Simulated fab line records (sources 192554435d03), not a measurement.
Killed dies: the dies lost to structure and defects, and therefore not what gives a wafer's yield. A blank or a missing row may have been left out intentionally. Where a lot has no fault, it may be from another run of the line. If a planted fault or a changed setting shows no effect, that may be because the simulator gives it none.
Split-lot study | flow n5_finfet | 21 wafers read from 7 lots, route of 1938 steps

== THE SPLIT ITSELF ==
At N5_WELL_APT_PEB_06 (peb time 90 s), the setting peb_temp_c was moved away from the recipe's 130 C on 4 of the 21 wafers read, by -2.2% to -1.3%. For the rest of the wafers, this setting stayed at what the recipe calls for.

== FROM THE SPLIT TO THE READING: what the file shows between them, 2 steps ==
- N5_WELL_APT_DEVELOP_07: develop time 45 s
- N5_WELL_APT_HARDBAKE_12: time 120 s

== THE READING ==
cd_nm, in nm, at N5_WELL_APT_CD_MEAS_08 (target cd 200 nm). Fault-free wafers of this fab line usually give 200.3 nm, standard deviation 1.2 nm.

wafer  | tool, chamber at the split | peb_temp_c as run, C | against the recipe | cd_nm, nm | against lot-mates on the recipe
L077.1 | litho_track-04, 0          | 130                  | recipe             | 200.9     | -
L077.3 | litho_track-04, 0          | 130                  | recipe             | 199.6     | -
L077.5 | litho_track-04, 0          | 130                  | recipe             | 200.8     | -
L082.1 | litho_track-03, 0          | 130                  | recipe             | 202.3     | -
L082.3 | litho_track-03, 0          | 130                  | recipe             | 200.2     | -
L082.5 | litho_track-03, 0          | 127.1                | -2.2%              | 185.0     | -16.2
L087.2 | litho_track-01, 0          | 130                  | recipe             | 200.0     | -
L087.3 | litho_track-01, 0          | 130                  | recipe             | 199.6     | -
L087.5 | litho_track-01, 0          | 130                  | recipe             | 199.2     | -
L092.3 | litho_track-03, 0          | 130                  | recipe             | 200.0     | -
L092.4 | litho_track-03, 0          | 130                  | recipe             | 198.1     | -
L092.6 | litho_track-03, 0          | 130                  | recipe             | 197.5     | -
L094.1 | litho_track-01, 0          | 130                  | recipe             | 199.6     | -
L094.3 | litho_track-01, 0          | 130                  | recipe             | 198.8     | -
L094.4 | litho_track-01, 0          | 130                  | recipe             | 199.5     | -
L095.1 | litho_track-03, 0          | 128.3                | -1.3%              | 192.4     | -7.8
L095.2 | litho_track-03, 0          | 128.3                | -1.3%              | 190.3     | -9.9
L095.3 | litho_track-03, 0          | 130                  | recipe             | 200.2     | -
L097.3 | litho_track-01, 0          | 127.5                | -1.9%              | 185.8     | -15.1
L097.4 | litho_track-01, 0          | 130                  | recipe             | 200.8     | -
L097.6 | litho_track-01, 0          | 130                  | recipe             | 201.0     | -

FIT RESULTS
A straight line over all 21 wafers: cd_nm changes by +6.84 nm for each +1% of peb_temp_c; r = +0.97; the points scatter about the line by 1.1 nm.
The same after taking each lot's own level away (the mean of its wafers on the recipe; 21 wafers): +7.33 nm for each +1%; r = +0.99; scatter 0.78 nm.
That fit puts the effect of the largest move of peb_temp_c on the reading at 16 nm.
The span of the lots' own levels, 198.53 to 201.25 nm, comes to 2.3 times the standard deviation stated above.
The two slopes are in agreement: the lot-to-lot level therefore moves the slope only a little.
Check: -16.4 nm against its lot-mates is what the line predicts for one of the wafers moved furthest among these (-2.2%) when that wafer is left out of the fit. It came out at -16.2 nm against them.

== THE WHOLE CHAIN: every reading that the file lists as answering this split, in the file's order ==
step                   | what it does             | reading                                                         | change (the file's fit)              | r (the file's)
N5_WELL_APT_CD_MEAS_08 | target cd 200 nm         | cd_nm                                                           | +7.4 nm for each +1% of the setting  | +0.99
N5_WELL_APT_DESCUM_13  | chemistry O2, time 7.9 s | WELL_APT.cd_nm (the simulator's own value, which no gauge read) | +7.42 nm for each +1% of the setting | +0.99

== THE FILE'S OWN FIT ==
cd_nm changes by +7.4 nm for each +1% of peb_temp_c, r = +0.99.
